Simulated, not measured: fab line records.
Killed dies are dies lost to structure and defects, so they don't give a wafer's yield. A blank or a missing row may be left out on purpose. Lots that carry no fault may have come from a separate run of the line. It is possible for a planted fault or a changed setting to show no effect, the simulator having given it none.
One fault through the eyes of 2 desks :: flow n5 finfet :: only its own numbers are on each desk; what lay behind them is given at the end

== THE DEFECT DESK ==
Inspection counts along the route, by lot: the mean over sampled wafers that carry a number. A lot is out of limits, marked OUT, if its mean lies more than 4 standard deviations from the usual mean; the brackets give that distance.
Columns: A = raw defect count at N5_BEOL_M15_INSPECT_30, usual 2.2; B = raw defect count at N5_BEOL_M15_INSPECT_55, usual 62
lot: L400
first seen here: day 11 15:00
A: 1.7
B: 67

lot: L403
first seen here: day 11 15:49
A: 3.3
B: 68

lot: L402
first seen here: day 11 19:07
A: 2.0
B: 54

lot: L407
first seen here: day 13 00:04
A: 2.0
B: 49

lot: L409
first seen here: day 13 07:13
A: 2.3
B: 48

lot: L415
first seen here: day 15 10:15
A: 1.3
B: 62

lot: L417
first seen here: day 15 20:10
A: 2.7
B: 56

lot: L420
first seen here: day 16 12:39
A: 2.7
B: 57

lot: L418
first seen here: day 16 13:02
A: 3.0
B: 61

lot: L421
first seen here: day 16 17:10
A: 0.7
B: 55

lot: L422
first seen here: day 17 02:06
A: 2.7
B: 67
Finding of this desk: none of the 11 lots has anything out of limits.

== TOOL OWNER'S DESK, cmp-04 ==
The tool's own readings at N5_BEOL_M15_CMP_49 (polishes, stops on SiO2, t overpolish 4.9 s, target thk 850 nm): means of the sampled wafers that have a number, for each lot that ran on this tool. A lot is out of limits, marked OUT, if its mean lies more than 4 standard deviations from the usual mean; the brackets give that distance.
Columns: A = barrier field endpoint s at N5_BEOL_M15_CMP_49, usual 11.36 s; B = head pressure psi at N5_BEOL_M15_CMP_49, usual 1.999 psi; C = motor current A at N5_BEOL_M15_CMP_49, usual 8.0 A; D = overpolish run s at N5_BEOL_M15_CMP_49, usual 4.901 s; E = pad life wafers at N5_BEOL_M15_CMP_49, usual 900
lot: L403
first seen here: day 11 20:31
A: 11.52
B: 2.001
C: 7.8
D: 4.898
E: 1070

lot: L402
first seen here: day 11 21:06
A: 11.46
B: 2.000
C: 7.8
D: 4.904
E: 1082

lot: L409
first seen here: day 13 11:08
A: 14.14 (+10) OUT
B: 1.650 (-85) OUT
C: 7.4
D: 4.901
E: 1399

lot: L417
first seen here: day 16 01:46
A: 11.64
B: 2.005
C: 7.5
D: 4.902
E: 1974

lot: L421
first seen here: day 16 21:50
A: 11.39
B: 2.005
C: 7.8
D: 4.901
E: 44
Finding of this desk: L409 out of limits; the first was L409 at day 13 11:08, on barrier field endpoint s at N5_BEOL_M15_CMP_49. Within limits: L403, L402, L417, L421.

== BROUGHT TOGETHER ==
On L409, at day 13 11:08, an alarm was possible from the tool owner's desk.
Nothing out of limits was seen by the defect desk.
The defect desk has L409 on record, within its limits.
Of the lots named, all ran N5_BEOL_M15_CMP_49 on cmp-04.

== WHAT WAS PUT IN BY THE SIMULATOR ==
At N5_BEOL_M15_CMP_49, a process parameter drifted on cmp-04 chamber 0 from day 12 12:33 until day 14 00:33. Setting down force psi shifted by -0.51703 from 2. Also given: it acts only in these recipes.
Shown lots that were struck: L409.
Each desk's first reading out of limits, in hours after the fault started: the tool owner's desk, 23.
